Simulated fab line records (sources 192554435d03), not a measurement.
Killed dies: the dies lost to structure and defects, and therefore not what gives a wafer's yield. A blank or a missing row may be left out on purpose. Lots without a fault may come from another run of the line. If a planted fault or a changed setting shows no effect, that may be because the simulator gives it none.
fab line records    flow n5Finfet    part 2 of 2: steps 5 to 6 of 6
[record] lots = 21  wafers = 63  lastDay = 17
route steps=1938 shown BEOL_M7@1316 BEOL_M8@1350
lots with no fault: from the same line, run without faults
startH: hours from the record's opening day to when the first of the lot's shown wafers began    waitH: time in hours since the lot's previous step    " repeats the value in the row above    L1.1+2: several wafers, shown together as one row    - either no value or no given start    * or withheld: withheld    < > ~ a bound
route shown NAME@n: a module of which the file shows steps, and the number in the route of the first    usual: mean/standard deviation taken from wafers without a fault    same: alike in all rows    chamber/n: place in a boat    sites: each site's reading    _std_site: the standard deviation of these    _edge_site: outer sites' mean less inner sites'    radiusMm: how far each site lies from the wafer's centre    mask NAME#n: copy n    behind: the tool/chamber that last shaped the wafer    hold: cause of the lot's hold/its duration in hours/its outcome    device: names the non-switching transistor (n, p or np)    end of line: the same wafers' tests at the end of the route    a step with no rows: only its recipe    killed: dies that structure and defects cost at the first sort, which is not the same as the wafer's yield    map: the dies of a wafer, with x for killed, . for not killed, _ for no die there
set.NAME: setting as actually run; set.NAME@STEP: the setting as run at that earlier step    model.NAME: the simulator's own value behind a step, which no gauge read
one table for each step of the route and one row for each wafer, over a sample of lots
services: from which hour (startH, from the record's first day; less than 0 if before it) a tool's chamber was out of use, for how many hours, and why
[[steps]]
[step N5_BEOL_M8_TRENCH_ETCH_37]
[recipe] chemistry = C4F6/O2  targetDepthA = 934.78  target = SiCOH_lowk  timeS = 31.2  ionEnergyEv = 250  pressureMtorr = 30  sourceW = 345  biasW = 185  Ar_flow_sccm = 300  C4F6_flow_sccm = 10  O2_flow_sccm = 10
[usual] C4F6_flow_sccm = 9.998/0.029  drypumpMotorCurrentA = 5.4/0.4  oesProductAu = 0.78/0.093  rfVppV = 663/14  showerheadPlenumPTorr = 2.88/0.067  throttleValvePct = 20.93/0.21
lot.wafer  tool        chamber  startH  waitH  C4F6_flow_sccm  drypumpMotorCurrentA  oesProductAu  rfHoursCounterH  rfVppV  showerheadPlenumPTorr  throttleValvePct
L074.4     rieDiel-02  1        -       -      10.042          5.6                   0.70          205              673     2.93                   21.09
L074.5     "           2        "       "      10.018          5.4                   0.71          -                675     2.93                   21.03
L074.6     "           3        "       "      9.965           5.9                   0.75          -                659     2.84                   21.03
L076.2     rieDiel-01  2        -       -      9.997           4.8                   0.72          206              676     2.83                   21.06
L076.4     "           0        "       "      9.964           5.6                   0.67          246              641     2.94                   20.91
L076.6     "           2        "       "      9.960           4.8                   0.72          -                676     2.83                   21.07
L075.2     rieDiel-01  1        -       -      10.034          6.1                   0.79          101              647     2.85                   20.80
L075.3     "           0        "       "      10.007          5.6                   0.67          248              640     2.94                   20.92
L075.4     "           2        "       "      9.971           4.8                   0.71          208              675     2.83                   21.06
L077.3     rieDiel-06  2        -       -      9.998           5.0                   0.73          187              675     2.97                   20.84
L077.4     "           0        "       "      9.971           5.2                   0.77          148              678     2.97                   21.22
L077.5     "           1        "       "      9.970           5.6                   0.71          -                684     2.92                   20.84
L078.3     rieDiel-02  2        -       -      10.040          5.4                   0.69          242              674     2.92                   21.08
L078.4     "           1        "       "      9.984           5.7                   0.69          223              674     2.93                   21.12
L078.5     "           0        "       "      10.030          5.2                   0.87          -                660     2.99                   20.88
L080.1     rieDiel-02  3        -       -      9.967           5.9                   0.72          162              658     2.83                   21.03
L080.3     "           1        "       "      9.995           5.7                   0.68          224              675     2.93                   21.13
L080.4     "           0        "       "      10.030          5.2                   0.86          56               662     2.99                   20.90
L079.1     rieDiel-01  3        -       -      9.971           5.2                   0.69          242              670     2.82                   20.95
L079.4     "           3        "       "      9.986           5.2                   0.70          -                670     2.82                   20.93
L079.6     "           2        "       "      9.950           4.8                   0.71          -                675     2.83                   21.08
L081.2     rieDiel-06  2        -       -      10.025          4.9                   0.71          203              675     2.96                   20.88
L081.4     "           1        "       "      9.997           5.6                   0.70          231              683     2.92                   20.83
L081.6     "           3        "       "      10.027          5.7                   0.88          -                646     2.78                   21.04
L083.2     rieDiel-02  0        -       -      9.984           5.2                   0.86          63               661     2.99                   20.88
L083.4     "           0        "       "      10.005          5.2                   0.85          -                661     2.99                   20.90
L083.5     "           1        "       "      10.013          5.6                   0.68          -                674     2.92                   21.14
L085.2     rieDiel-01  1        -       -      9.988           6.1                   0.77          126              645     2.84                   20.84
L085.4     "           0        "       "      10.017          5.6                   0.95          -                638     2.94                   20.51
L085.6     "           2        "       "      9.977           4.8                   0.70          -                674     2.82                   21.12
L086.4     rieDiel-01  1        -       -      10.010          6.2                   0.76          130              645     2.84                   20.86
L086.5     "           0        "       "      10.081          5.6                   0.93          -                641     2.93                   20.52
L086.6     "           1        "       "      9.946           6.1                   0.76          -                646     2.84                   20.86
L087.4     rieDiel-02  0        -       -      10.020          5.2                   0.83          74               662     2.99                   20.90
L087.5     "           0        "       "      9.991           5.3                   0.84          -                659     2.99                   20.89
L087.6     "           1        "       "      9.976           5.7                   0.67          -                675     2.92                   21.15
L088.1     rieDiel-01  3        -       -      9.982           5.2                   0.93          8                668     2.81                   20.59
L088.2     "           2        "       "      10.013          4.8                   0.69          241              675     2.82                   21.12
L088.6     "           2        "       "      10.007          4.8                   0.70          -                677     2.82                   21.11
L089.1     rieDiel-06  2        -       -      10.022          4.9                   0.70          218              675     2.95                   20.89
L089.3     "           0        "       "      9.985           5.2                   0.74          181              676     2.95                   21.26
L089.5     "           1        "       "      9.990           5.6                   0.69          -                684     2.91                   20.84
L091.1     rieDiel-06  2        -       -      9.982           5.0                   0.70          219              675     2.95                   20.89
L091.5     "           2        "       "      9.994           4.9                   0.70          -                674     2.95                   20.90
L091.6     "           0        "       "      10.009          5.2                   0.73          -                677     2.95                   21.26
L090.2     rieDiel-02  0        -       -      10.031          5.2                   0.82          83               660     2.98                   20.91
L090.3     "           3        "       "      10.022          5.8                   0.71          191              659     2.82                   21.09
L090.4     "           0        "       "      9.988           5.2                   0.82          -                660     2.98                   20.91
L093.1     rieDiel-01  0        -       -      9.985           5.6                   0.92          25               639     2.93                   20.55
L093.3     "           2        "       "      10.031          4.8                   0.69          245              676     2.82                   21.12
L093.5     "           2        "       "      10.015          4.8                   0.68          -                675     2.82                   21.11
L096.1     rieDiel-06  2        -       -      9.919           4.9                   0.70          221              675     2.95                   20.90
L096.3     "           3        "       "      9.952           5.6                   0.86          72               645     2.77                   21.06
L096.5     "           0        "       "      9.971           5.2                   0.73          -                677     2.95                   21.26
L094.1     rieDiel-01  3        -       -      10.021          5.2                   0.91          14               668     2.81                   20.59
L094.2     "           1        "       "      9.997           6.1                   0.75          140              645     2.84                   20.86
L094.5     "           1        "       "      9.991           6.1                   0.76          -                644     2.84                   20.86
L092.1     rieDiel-06  2        -       -      10.016          5.0                   0.69          221              676     2.95                   20.89
L092.3     "           0        "       "      10.030          5.2                   0.72          184              676     2.95                   21.25
L092.6     "           0        "       "      10.047          5.2                   0.72          -                678     2.95                   21.28
L095.3     rieDiel-06  0        -       -      10.052          5.2                   0.72          192              676     2.95                   21.28
L095.5     "           2        "       "      9.964           5.0                   0.68          -                675     2.95                   20.89
L095.6     "           3        "       "      10.004          5.6                   0.84          -                645     2.77                   21.06
[step N5_BEOL_M8_CD_MEAS_35]
[recipe] targetCdNm = 40  polarity = opening
[usual] cdNm = 40.3/0.61
lot.wafer  tool      chamber  startH  waitH  cdNm
L074.4     cdSem-02  -        196.75  0.0    40.2
L074.5     "         -        "       "      40.1
L074.6     "         -        "       "      39.5
L076.2     cdSem-03  -        213.22  0.0    41.0
L076.4     "         -        "       "      40.1
L076.6     "         -        "       "      40.2
L075.2     cdSem-01  -        218.80  0.0    39.6
L075.3     "         -        "       "      39.7
L075.4     "         -        "       "      39.9
L077.3     cdSem-03  -        234.30  0.0    40.1
L077.4     "         -        "       "      40.8
L077.5     "         -        "       "      40.3
L078.3     cdSem-03  -        244.00  0.0    40.7
L078.4     "         -        "       "      40.5
L078.5     "         -        "       "      40.2
L080.1     cdSem-02  -        247.04  0.0    40.0
L080.3     "         -        "       "      39.5
L080.4     "         -        "       "      39.5
L079.1     cdSem-01  -        247.41  0.0    40.7
L079.4     "         -        "       "      40.5
L079.6     "         -        "       "      41.2
L081.2     cdSem-03  -        266.90  0.0    40.5
L081.4     "         -        "       "      40.3
L081.6     "         -        "       "      40.8
L083.2     cdSem-02  -        267.40  0.0    40.1
L083.4     "         -        "       "      39.9
L083.5     "         -        "       "      40.4
L085.2     cdSem-01  -        282.46  0.0    39.7
L085.4     "         -        "       "      40.5
L085.6     "         -        "       "      39.2
L086.4     cdSem-01  -        296.84  0.0    40.3
L086.5     "         -        "       "      41.2
L086.6     "         -        "       "      40.5
L087.4     cdSem-02  -        300.77  0.0    39.3
L087.5     "         -        "       "      39.9
L087.6     "         -        "       "      39.2
L088.1     cdSem-01  -        310.86  0.0    40.6
L088.2     "         -        "       "      40.2
L088.6     "         -        "       "      40.4
L089.1     cdSem-01  -        319.04  0.0    40.5
L089.3     "         -        "       "      41.0
L089.5     "         -        "       "      41.4
L091.1     cdSem-03  -        321.45  0.0    40.2
L091.5     "         -        "       "      40.0
L091.6     "         -        "       "      39.5
L090.2     cdSem-02  -        321.63  0.0    40.7
L090.3     "         -        "       "      40.5
L090.4     "         -        "       "      39.5
L093.1     cdSem-02  -        321.68  0.0    41.0
L093.3     "         -        "       "      40.2
L093.5     "         -        "       "      41.7
L096.1     cdSem-01  -        327.86  0.0    40.9
L096.3     "         -        "       "      40.3
L096.5     "         -        "       "      40.4
L094.1     cdSem-03  -        328.21  0.0    39.7
L094.2     "         -        "       "      39.9
L094.5     "         -        "       "      40.0
L092.1     cdSem-01  -        328.47  0.0    39.1
L092.3     "         -        "       "      40.3
L092.6     "         -        "       "      40.1
L095.3     cdSem-02  -        346.48  0.0    40.9
L095.5     "         -        "       "      39.9
L095.6     "         -        "       "      39.8
[[services]]
tool        chamber  startH  hours  kind
rieDiel-01  1        191.40  6.2    repair
rieDiel-06  2        200.16  11.6   repair
rieDiel-01  0        226.58  -      clean
rieDiel-01  0        226.58  -      consumableReplace:focusRing
rieDiel-01  0        226.58  21.1   scheduledDown
rieDiel-01  0        226.58  21.1   ventCycle
rieDiel-06  1        236.41  28.9   repair
rieDiel-01  -        239.89  2.8    pm
rieDiel-02  2        264.71  -      clean
rieDiel-02  2        264.71  -      consumableReplace:focusRing
rieDiel-02  2        264.71  13.3   scheduledDown
rieDiel-02  2        264.71  13.3   ventCycle
rieDiel-01  3        270.90  -      clean
rieDiel-01  3        270.90  -      consumableReplace:focusRing
rieDiel-06  -        275.56  1.1    repair
rieDiel-06  2        292.86  4.8    repair
rieDiel-02  1        313.80  7.5    repair
rieDiel-02  0        323.72  4.4    repair
rieDiel-01  2        327.50  8.7    repair
rieDiel-02  1        328.18  -      clean
rieDiel-02  1        328.18  -      consumableReplace:focusRing
rieDiel-02  1        328.18  22.6   scheduledDown
rieDiel-02  1        328.18  22.6   ventCycle
rieDiel-02  0        340.03  5.2    repair
